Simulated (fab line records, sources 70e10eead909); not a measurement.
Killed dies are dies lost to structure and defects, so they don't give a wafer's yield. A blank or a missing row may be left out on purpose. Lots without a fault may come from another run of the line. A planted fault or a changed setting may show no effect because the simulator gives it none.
fab line records | flow nand_harc | part 1 of 2: steps 1 to 26 of 33
record lots=5 wafers=15 last_day=32
route steps=1302 shown P_M0@269 P_M1@285
lots that met no fault: from a run of the same line without faults
start_h: hours from the record's first day to the start of the lot's first wafer shown | wait_h: hours since the lot's step before | " the same as in the row above | L1.1+2: a row that stands for several wafers | - no value, or no start given | * or withheld: withheld | < > ~ a bound
route shown NAME@n: a module of which the file shows steps, and the number in the route of the first | usual: mean/standard deviation of fault-free wafers | same: alike in all rows | chamber/n: place in a boat | sites: the reading at each site | _std_site: their standard deviation | _edge_site: outer sites' mean less inner sites' | radius_mm: how far each site lies from the wafer's centre | mask NAME#n: copy n | behind: the tool/chamber that last shaped the wafer | hold: why the lot was held/for how many hours/how that ended | device: the transistor (n, p or np) that didn't switch | end of line: the same wafers' tests at the end of the route | a step without rows: its recipe alone | killed: dies lost to structure and defects at the first sort, not the wafer's yield | map: a wafer's dies, x killed, . not, _ none there
set.NAME: the setting as run; set.NAME@STEP: as run at that earlier step | model.NAME: the simulator's own value behind a step, which no gauge read
lots at some steps of the route; a table a step, a row a wafer
services: from which hour (start_h, from the record's first day; less than 0 if before it) a tool's chamber was out of use, for how many hours, and why
## steps
# step NHARC_P_M0_CD_MEAS_16
# usual cd_nm=89.8/0.74
# columns lot.wafer tool chamber start_h wait_h cd_nm
L076.1 cd_sem-01 - 149.77 - 90.0
L076.4 " - " " 88.5
L076.6 " - " " 89.2
L077.1 cd_sem-01 - 154.28 - 88.7
L077.3 " - " " 90.8
L077.4 " - " " 90.6
L079.2 cd_sem-02 - 173.74 - 90.7
L079.3 " - " " 89.1
L079.4 " - " " 91.3
L080.3 cd_sem-02 - 191.39 - 89.1
L080.4 " - " " 89.7
L080.5 " - " " 89.8
L094.1 cd_sem-01 - 318.53 - 89.0
L094.4 " - " " 90.0
L094.6 " - " " 90.6
# step NHARC_P_M0_STRIP_18
# recipe power_w=1000 n2_flow_sccm=150 h2_flow_sccm=150 ar_flow_sccm=0 bias_w=0 chemistry=N2/H2
# usual drypump_motor_current_A=5.7/0.37 oes_product_au=1.002/0.0088 power_w=1000.1/2.9 rf_vpp_V=90.5/0.9 showerhead_plenum_p_Torr=2.00/0.082 throttle_valve_pct=14.171/0.009
# columns lot.wafer tool chamber start_h wait_h drypump_motor_current_A oes_product_au power_w rf_hours_counter_h rf_vpp_V showerhead_plenum_p_Torr throttle_valve_pct
L076.4 rie_diel-08 1 149.84 0.1 5.8 0.991 1002.4 36 92.7 2.08 14.174
L076.1 " 2 " " 5.9 1.020 998.9 37 89.8 2.02 14.175
L076.6 " 2 " " 5.9 1.015 999.3 - 91.2 2.02 14.151
L077.3 rie_diel-13 0 154.38 0.1 5.4 1.010 999.1 30 90.6 1.88 14.188
L077.1 " 1 " " 6.2 1.011 996.1 27 91.1 1.95 14.161
L077.4 " 2 " " 6.3 0.996 992.0 24 89.7 1.94 14.160
L079.3 rie_diel-04 2 173.81 0.1 6.1 0.992 1002.5 44 91.0 1.99 14.167
L079.2 " 3 " " 5.4 0.993 1002.6 46 90.3 2.11 14.172
L079.4 " 2 " " 6.1 1.003 999.0 - 90.6 1.99 14.168
L080.4 rie_diel-13 2 191.52 0.1 6.3 0.986 998.9 3 90.2 1.94 14.172
L080.3 " 3 " " 5.8 0.999 997.3 3 90.9 2.04 14.170
L080.5 " 2 " " 6.3 0.990 1004.9 - 90.4 1.94 14.169
L094.4 rie_diel-13 1 318.63 0.1 6.2 0.988 1001.0 23 91.5 1.94 14.187
L094.1 " 2 " " 6.3 1.009 999.0 24 89.5 1.93 14.163
L094.6 " 0 " " 5.4 0.998 1001.7 - 90.4 1.88 14.179
# step NHARC_P_M0_STRIP_19
# recipe time_s=600 temp_c=30 chemistry=post_etch_residue_remover
# columns lot.wafer tool chamber start_h wait_h
L076.6+4+1 wet_bench-05 2,4,7 150.12 -
L077.3+1+4 wet_bench-02 2,5,6 154.63 -
L079.2+3+4 wet_bench-03 0,1,5 174.14 -
L080.5+3+4 wet_bench-02 4,7,0 191.77 -
L094.4+6+1 wet_bench-03 1,2,4 318.89 -
# step NHARC_P_M0_DEGAS_28
# recipe temp_c=250 time_s=60
# usual heater_power_w=326/30
# columns lot.wafer tool chamber start_h wait_h heater_power_w
L076.1 pvd_sputter-02 - 150.39 - 294
L076.4 " - " " 297
L076.6 " - " " 294
L077.1 pvd_sputter-03 - 154.90 - 293
L077.3 " - " " 371
L077.4 " - " " 284
L079.4 pvd_sputter-01 - 174.40 - 329
L079.2 " - " " 330
L079.3 " - " " 313
L080.3 pvd_sputter-01 - 192.05 - 342
L080.4 " - " " 327
L080.5 " - " " 315
L094.4 pvd_sputter-03 - 319.16 - 376
L094.1 " - " " 307
L094.6 " - " " 375
# step NHARC_P_M0_PRE_CLEAN_29
# recipe time_s=30 temp_c=280 gas=H2/He
# usual heater_power_w=399/37
# columns lot.wafer tool chamber start_h wait_h heater_power_w
L076.1 pvd_sputter-02 - - - 367
L076.4 " - " " 361
L076.6 " - " " 367
L077.3 pvd_sputter-03 - - - 341
L077.4 " - " " 356
L077.1 " - " " 449
L079.4 pvd_sputter-01 - - - 391
L079.3 " - " " 403
L079.2 " - " " 389
L080.3 pvd_sputter-01 - - - 428
L080.4 " - " " 383
L080.5 " - " " 432
L094.1 pvd_sputter-03 - - - 353
L094.4 " - " " 360
L094.6 " - " " 427
# step NHARC_P_M0_PVD_20
# recipe target_thk_a=50 bias_v=168.6 power_w=15000 chamber_pressure_pa=0.12 time_s=8.06 substrate_temp_c=50 material=TaN
# usual throttle_valve_pct=29.8/0.85
# columns lot.wafer tool chamber start_h wait_h throttle_valve_pct
L076.4 pvd_sputter-02 - - - 29.6
L076.1 " - " " 30.7
L076.6 " - " " 29.1
L077.1 pvd_sputter-03 - - - 29.8
L077.4 " - " " 30.1
L077.3 " - " " 29.6
L079.4 pvd_sputter-01 - - - 30.4
L079.3 " - " " 30.6
L079.2 " - " " 28.3
L080.3 pvd_sputter-01 - - - 29.5
L080.4 " - " " 30.8
L080.5 " - " " 30.5
L094.1 pvd_sputter-03 - - - 30.2
L094.4 " - " " 30.5
L094.6 " - " " 30.0
# step NHARC_P_M0_PVD_21
# recipe target_thk_a=300 chamber_pressure_pa=5 power_w=5000 substrate_temp_c=30 time_s=20.49 material=Cu
# usual throttle_valve_pct=29.8/0.88
# columns lot.wafer tool chamber start_h wait_h throttle_valve_pct
L076.4 pvd_sputter-02 - - - 29.5
L076.1 " - " " 29.5
L076.6 " - " " 31.7
L077.4 pvd_sputter-03 - - - 29.9
L077.1 " - " " 29.6
L077.3 " - " " 29.0
L079.2 pvd_sputter-01 - - - 30.8
L079.3 " - " " 27.9
L079.4 " - " " 30.4
L080.3 pvd_sputter-01 - - - 30.3
L080.4 " - " " 30.9
L080.5 " - " " 28.2
L094.4 pvd_sputter-03 - - - 30.9
L094.1 " - " " 29.4
L094.6 " - " " 30.6
# step NHARC_P_M0_ECD_22
# recipe target_thk_a=4000 bath_temp_c=25 material=Cu
# columns lot.wafer tool chamber start_h wait_h
L076.1+4+6 ecd_cu-01 0,0,1 150.74 -
L077.1+3+4 ecd_cu-02 0,1,0 155.31 -
L079.2+3+4 ecd_cu-02 0,0,1 174.76 -
L080.3+4+5 ecd_cu-01 0,1,0 192.78 -
L094.1+4+6 ecd_cu-02 0,0,1 319.56 -
# step NHARC_P_M0_ANNEAL_30
# recipe temp_c=225 time_s=90
# usual wafer_temp_C_max=225.84/0.2
# columns lot.wafer tool chamber start_h wait_h wafer_temp_C_max
L076.1 rtp_anneal-02 0 151.12 0.3 226.12
L076.4 " 0 " " 225.74
L076.6 " 0 " " 225.92
L077.1 rtp_anneal-02 0 155.66 - 225.85
L077.3 " 0 " " 225.80
L077.4 " 0 " " 225.96
L079.2 rtp_anneal-02 0 175.20 0.4 225.94
L079.3 " 0 " " 226.04
L079.4 " 0 " " 225.91
L080.3 rtp_anneal-02 0 193.23 - 226.04
L080.4 " 0 " " 225.91
L080.5 " 0 " " 225.87
L094.1 rtp_anneal-02 0 319.88 - 225.76
L094.4 " 0 " " 225.58
L094.6 " 0 " " 225.99
# step NHARC_P_M0_CMP_23
# recipe t_overpolish_s=20 target_thk_nm=117.54
# usual motor_current_A=12.2/1.4 slurry_filter_dp_kPa=13.52/0.14 time_to_endpoint_s=26.3/2.1
# same t_overpolish_s=20
# columns lot.wafer tool chamber start_h wait_h motor_current_A slurry_filter_dp_kPa time_to_endpoint_s
L076.1 cmp-03 1 151.47 - 10.4 13.56 28.0
L076.4 " 3 " " 11.9 13.37 27.6
L076.6 " 2 " " 12.7 13.58 26.5
L077.4 cmp-04 0 156.04 - 11.3 13.20 26.8
L077.3 " 1 " " 14.2 13.39 24.8
L077.1 " 2 " " 11.3 13.69 23.5
L079.2 cmp-02 3 175.49 - 12.2 13.63 26.4
L079.3 " 0 " " 11.0 13.60 27.5
L079.4 " 2 " " 10.7 13.38 29.7
L080.4 cmp-03 3 193.51 - 12.0 13.48 26.8
L080.3 " 0 " " 15.2 13.52 26.6
L080.5 " 3 " " 12.1 13.26 25.4
L094.4 cmp-04 1 320.26 - 14.0 13.47 30.1
L094.1 " 3 " " 10.9 13.33 27.5
L094.6 " 0 " " 10.9 13.46 28.0
# step NHARC_P_M0_THK_MEAS_24
# recipe thk_meas_gauge=xrf
# usual thk_nm=117.0/1.4
# columns lot.wafer tool chamber start_h wait_h thk_nm
L076.1 film_metro-01 - 151.78 - 116.1
L076.4 " - " " 114.6
L076.6 " - " " 117.5
L077.1 film_metro-01 - 156.33 - 117.9
L077.3 " - " " 117.8
L077.4 " - " " 116.6
L079.2 film_metro-01 - 175.81 - 115.1
L079.3 " - " " 116.4
L079.4 " - " " 115.9
L080.3 film_metro-02 - 193.79 - 117.4
L080.4 " - " " 118.8
L080.5 " - " " 117.6
L094.1 film_metro-01 - 320.54 - 118.5
L094.4 " - " " 119.0
L094.6 " - " " 118.8
# step NHARC_P_M0_SRD_25
# columns lot.wafer tool chamber start_h wait_h
L076.6+1+4 wet_bench-08 3,6,0 151.83 0.0
L077.1+4+3 wet_bench-08 2,3,6 156.37 0.0
L079.2+4+3 wet_bench-08 7,2,3 175.85 0.0
L080.3+5+4 wet_bench-08 3,5,7 193.84 0.0
L094.6+1+4 wet_bench-08 7,3,4 320.58 0.0
# step NHARC_P_M0_INSPECT_27
# usual raw_defect_count=311/130
# columns lot.wafer tool chamber start_h wait_h raw_defect_count
L076.1 defect_inspect-01 - 151.95 0.0 234
L076.4 " - " " 234
L076.6 " - " " 239
L077.1 defect_inspect-01 - 156.48 0.0 342
L077.3 " - " " 502
L077.4 " - " " 236
L079.2 defect_inspect-01 - 175.96 0.0 299
L079.3 " - " " 485
L079.4 " - " " 310
L080.3 defect_inspect-02 - 193.95 0.0 256
L080.4 " - " " 350
L080.5 " - " " 260
L094.1 defect_inspect-01 - 320.70 0.0 118
L094.4 " - " " 337
L094.6 " - " " 285
# step NHARC_P_M0_PRE_CLEAN_31
# recipe time_s=12 temp_c=370 rf_power_w=300 gas=NH3
# usual heater_power_w=628/68
# columns lot.wafer tool chamber start_h wait_h heater_power_w
L076.1 pecvd-04 1 152.04 0.1 515
L076.4 " 0 " " 551
L076.6 " 1 " " 535
L077.1 pecvd-02 1 156.56 0.1 502
L077.3 " 2 " " 660
L077.4 " 1 " " 503
L079.3 pecvd-01 1 176.03 0.1 770
L079.2 " 2 " " 590
L079.4 " 0 " " 717
L080.3 pecvd-01 0 194.05 0.1 653
L080.4 " 2 " " 656
L080.5 " 0 " " 646
L094.1 pecvd-04 1 320.77 0.1 563
L094.4 " 2 " " 675
L094.6 " 0 " " 624
# step NHARC_P_M0_DEP_32
# recipe target_thk_a=300 temp_c=370 target_thk_nm=30 pressure_torr=3 flow_sccm=200 rf_w=450 material=SiCN
# usual heater_power_w=578/77
# columns lot.wafer tool chamber start_h wait_h heater_power_w
L076.1 pecvd-04 1 152.18 0.1 583
L076.4 " 0 " " 555
L076.6 " 1 " " 569
L077.1 pecvd-02 1 156.67 0.1 495
L077.3 " 2 " " 569
L077.4 " 1 " " 493
L079.3 pecvd-01 1 176.11 0.1 701
L079.2 " 2 " " 498
L079.4 " 0 " " 642
L080.3 pecvd-01 0 194.19 0.1 577
L080.4 " 2 " " 513
L080.5 " 0 " " 586
L094.1 pecvd-04 1 320.84 0.1 497
L094.4 " 2 " " 708
L094.6 " 0 " " 536
# step NHARC_P_M1_DEP_00
# recipe target_thk_a=1825 target_thk_nm=182.5 temp_c=withheld pressure_torr=5 flow_sccm=200 rf_w=600 material=SiOC
# columns lot.wafer tool chamber start_h wait_h
L076.1+4+6 pecvd-02 0,0,1 152.51 -
L077.3+1+4 pecvd-02 2,0,1 - -
L079.3+2+4 pecvd-02 1,2,1 176.52 -
L080.3+4+5 pecvd-04 0,0,2 194.50 -
L094.1+6+4 pecvd-01 2,0,2 321.35 -
# step NHARC_P_M1_DEHYDRATE_01
# recipe temp_c=150 time_s=120
# usual exhaust_pa=44.9/0.86 plate_temp_C=150.04/0.14 resist_line_temp_C=23.00/0.11
# columns lot.wafer tool chamber start_h wait_h exhaust_pa plate_temp_C resist_line_temp_C
L076.1 litho_track-04 0 152.91 - 43.9 149.96 22.84
L076.4 " 0 " " 44.2 150.00 23.05
L076.6 " 0 " " 44.5 150.14 22.88
L077.1 litho_track-04 0 157.43 - 44.6 150.31 23.16
L077.3 " 0 " " 43.2 149.94 23.10
L077.4 " 0 " " 43.1 149.95 23.01
L079.2 litho_track-01 0 176.93 - 44.5 149.75 23.06
L079.3 " 0 " " 44.8 149.68 22.86
L079.4 " 0 " " 45.6 149.89 23.05
L080.3 litho_track-01 0 194.90 - 45.8 150.08 23.04
L080.4 " 0 " " 45.2 150.02 23.06
L080.5 " 0 " " 45.9 150.00 22.94
L094.1 litho_track-04 0 321.67 - 46.0 150.04 22.98
L094.4 " 0 " " 46.2 150.07 23.01
L094.6 " 0 " " 44.7 150.03 23.11
# step NHARC_P_M1_HMDS_02
# recipe time_s=30
# usual exhaust_pa=45.0/0.96 resist_line_temp_C=23.02/0.1
# columns lot.wafer tool chamber start_h wait_h exhaust_pa resist_line_temp_C
L076.1 litho_track-04 0 - - 45.1 23.13
L076.4 " 0 " " 44.3 23.01
L076.6 " 0 " " 45.9 23.26
L077.1 litho_track-04 0 - - 44.9 23.04
L077.3 " 0 " " 45.3 23.11
L077.4 " 0 " " 44.4 23.30
L079.2 litho_track-01 0 - - 45.4 22.93
L079.3 " 0 " " 45.4 22.95
L079.4 " 0 " " 46.1 23.10
L080.3 litho_track-01 0 - - 45.2 23.11
L080.4 " 0 " " 44.5 22.92
L080.5 " 0 " " 44.7 23.13
L094.1 litho_track-04 0 - - 44.6 22.94
L094.4 " 0 " " 44.6 23.14
L094.6 " 0 " " 43.7 23.03
# step NHARC_P_M1_COAT_34
# recipe temp_c=200 time_s=65
# usual exhaust_pa=44.9/0.81 plate_temp_C=199.96/0.15 resist_line_temp_C=22.98/0.098
# columns lot.wafer tool chamber start_h wait_h exhaust_pa plate_temp_C resist_line_temp_C
L076.1 litho_track-04 0 - - 44.3 200.09 22.99
L076.4 " 0 " " 45.1 200.10 22.95
L076.6 " 0 " " 43.3 200.08 23.12
L077.1 litho_track-04 0 - - 45.3 200.18 22.85
L077.3 " 0 " " 44.1 199.89 23.00
L077.4 " 0 " " 44.9 199.67 23.04
L079.2 litho_track-01 0 - - 44.1 199.94 23.03
L079.3 " 0 " " 44.6 199.69 22.93
L079.4 " 0 " " 44.1 199.82 23.00
L080.3 litho_track-01 0 - - 45.7 199.97 22.90
L080.4 " 0 " " 45.7 200.04 22.97
L080.5 " 0 " " 46.3 199.95 22.99
L094.1 litho_track-04 0 - - 44.8 199.97 23.09
L094.4 " 0 " " 44.3 199.85 23.07
L094.6 " 0 " " 43.9 199.85 22.98
# step NHARC_P_M1_COAT_03
# recipe spin_rpm=1500 resist_thk_nm=90
# usual exhaust_pa=45.0/0.89 resist_line_temp_C=22.98/0.1
# columns lot.wafer tool chamber start_h wait_h exhaust_pa resist_line_temp_C
L076.1 litho_track-04 0 - - 43.7 22.98
L076.4 " 0 " " 44.7 22.94
L076.6 " 0 " " 44.6 22.85
L077.1 litho_track-04 0 - - 43.9 23.07
L077.3 " 0 " " 44.8 22.93
L077.4 " 0 " " 43.4 23.03
L079.2 litho_track-01 0 - - 45.5 23.13
L079.3 " 0 " " 46.6 23.02
L079.4 " 0 " " 46.5 23.00
L080.3 litho_track-01 0 - - 45.4 22.95
L080.4 " 0 " " 43.7 22.92
L080.5 " 0 " " 44.3 23.08
L094.1 litho_track-04 0 - - 44.0 22.99
L094.4 " 0 " " 45.6 23.01
L094.6 " 0 " " 44.8 23.05
# step NHARC_P_M1_SOFTBAKE_04
# recipe temp_c=105 time_s=55
# usual exhaust_pa=44.8/0.89 plate_temp_C=104.99/0.12 resist_line_temp_C=22.98/0.093
# columns lot.wafer tool chamber start_h wait_h exhaust_pa plate_temp_C resist_line_temp_C
L076.1 litho_track-04 0 - - 44.5 104.90 22.81
L076.4 " 0 " " 45.4 105.02 22.89
L076.6 " 0 " " 45.8 104.80 22.95
L077.1 litho_track-04 0 - - 45.3 104.79 22.95
L077.3 " 0 " " 44.0 104.88 22.97
L077.4 " 0 " " 44.9 104.67 23.02
L079.2 litho_track-01 0 - - 45.3 104.99 23.14
L079.3 " 0 " " 45.5 104.88 23.11
L079.4 " 0 " " 45.2 105.10 23.05
L080.3 litho_track-01 0 - - 44.8 105.07 23.06
L080.4 " 0 " " 45.6 104.88 22.81
L080.5 " 0 " " 44.9 104.94 22.95
L094.1 litho_track-04 0 - - 45.8 104.84 22.95
L094.4 " 0 " " 44.7 105.02 22.98
L094.6 " 0 " " 44.7 104.99 22.89
# step NHARC_P_M1_EBR_05
# usual exhaust_pa=44.9/0.82 resist_line_temp_C=23.00/0.11
# columns lot.wafer tool chamber start_h wait_h exhaust_pa resist_line_temp_C
L076.1 litho_track-04 0 - - 45.4 22.88
L076.4 " 0 " " 44.3 23.09
L076.6 " 0 " " 45.5 22.99
L077.1 litho_track-04 0 - - 45.5 23.00
L077.3 " 0 " " 45.2 23.02
L077.4 " 0 " " 45.7 22.99
L079.2 litho_track-01 0 - - 45.6 23.19
L079.3 " 0 " " 45.0 23.05
L079.4 " 0 " " 44.9 23.17
L080.3 litho_track-01 0 - - 44.3 23.03
L080.4 " 0 " " 44.2 23.03
L080.5 " 0 " " 44.8 23.34
L094.1 litho_track-04 0 - - 43.3 22.93
L094.4 " 0 " " 44.0 22.90
L094.6 " 0 " " 44.6 22.95
# step NHARC_P_M1_EXPOSE_06
# recipe na=1.35 target_cd_nm=130 dose_mj=81.88 mask_id=P_M1
# columns lot.wafer tool chamber start_h wait_h mask
L076.1+4+6 arfi_scanner-02 0 153.20 - P_M1#0
L077.1+3+4 arfi_scanner-02 0 157.60 - P_M1#0
L079.2+3+4 arfi_scanner-03 0 177.22 - P_M1#0
L080.3+4+5 arfi_scanner-02 0 195.20 - P_M1#0
L094.1+4+6 arfi_scanner-01 0 321.83 - P_M1#0
# step NHARC_P_M1_PEB_07
# recipe peb_temp_c=100 peb_time_s=65
# usual exhaust_pa=44.8/0.73 plate_temp_C=100.00/0.13 resist_line_temp_C=23.00/0.1
# columns lot.wafer tool chamber start_h wait_h exhaust_pa plate_temp_C resist_line_temp_C
L076.1 litho_track-06 0 153.26 0.1 45.9 100.16 23.08
L076.4 " 0 " " 44.1 100.19 23.00
L076.6 " 0 " " 45.0 100.10 22.96
L077.1 litho_track-06 0 157.66 0.1 45.5 100.16 22.82
L077.3 " 0 " " 44.2 99.95 22.84
L077.4 " 0 " " 44.7 99.91 22.87
L079.2 litho_track-06 0 177.28 0.1 45.2 99.83 23.17
L079.3 " 0 " " 46.1 100.00 23.04
L079.4 " 0 " " 45.0 99.78 23.06
L080.3 litho_track-04 0 195.25 0.0 45.1 99.83 22.78
L080.4 " 0 " " 45.0 100.03 23.05
L080.5 " 0 " " 44.8 99.87 22.96
L094.1 litho_track-06 0 321.89 0.1 44.6 99.84 22.94
L094.4 " 0 " " 44.4 99.96 23.12
L094.6 " 0 " " 44.7 99.80 23.11
# step NHARC_P_M1_DEVELOP_08
# recipe develop_time_s=35 dev_temp_c=23
# usual exhaust_pa=45.3/0.92 resist_line_temp_C=23.01/0.1
# columns lot.wafer tool chamber start_h wait_h exhaust_pa resist_line_temp_C
L076.1 litho_track-06 0 - - 46.2 22.98
L076.4 " 0 " " 45.5 23.16
L076.6 " 0 " " 47.0 23.01
L077.1 litho_track-06 0 - - 43.9 23.15
L077.3 " 0 " " 45.3 23.03
L077.4 " 0 " " 45.7 23.28
L079.2 litho_track-06 0 - - 46.5 22.96
L079.3 " 0 " " 46.1 23.03
L079.4 " 0 " " 45.7 22.92
L080.3 litho_track-04 0 - - 44.9 22.97
L080.4 " 0 " " 44.9 23.00
L080.5 " 0 " " 44.3 23.09
L094.1 litho_track-06 0 - - 44.5 23.08
L094.4 " 0 " " 45.6 22.90
L094.6 " 0 " " 44.5 22.72
# step NHARC_P_M1_CD_MEAS_09
# recipe target_cd_nm=130 landing_energy_ev=500
# usual cd_nm=130.2/0.6
# columns lot.wafer tool chamber start_h wait_h cd_nm
L076.1 cd_sem-03 0 153.34 - 131.3
L076.4 " 0 " " 130.5
L076.6 " 0 " " 131.5
L077.1 cd_sem-03 0 157.74 - 131.0
L077.3 " 0 " " 130.7
L077.4 " 0 " " 131.5
L079.2 cd_sem-01 0 177.36 - 129.8
L079.3 " 0 " " 130.8
L079.4 " 0 " " 129.9
L080.3 cd_sem-02 0 195.33 - 129.6
L080.4 " 0 " " 130.2
L080.5 " 0 " " 130.3
L094.1 cd_sem-03 0 321.97 - 130.1
L094.4 " 0 " " 130.5
L094.6 " 0 " " 131.0
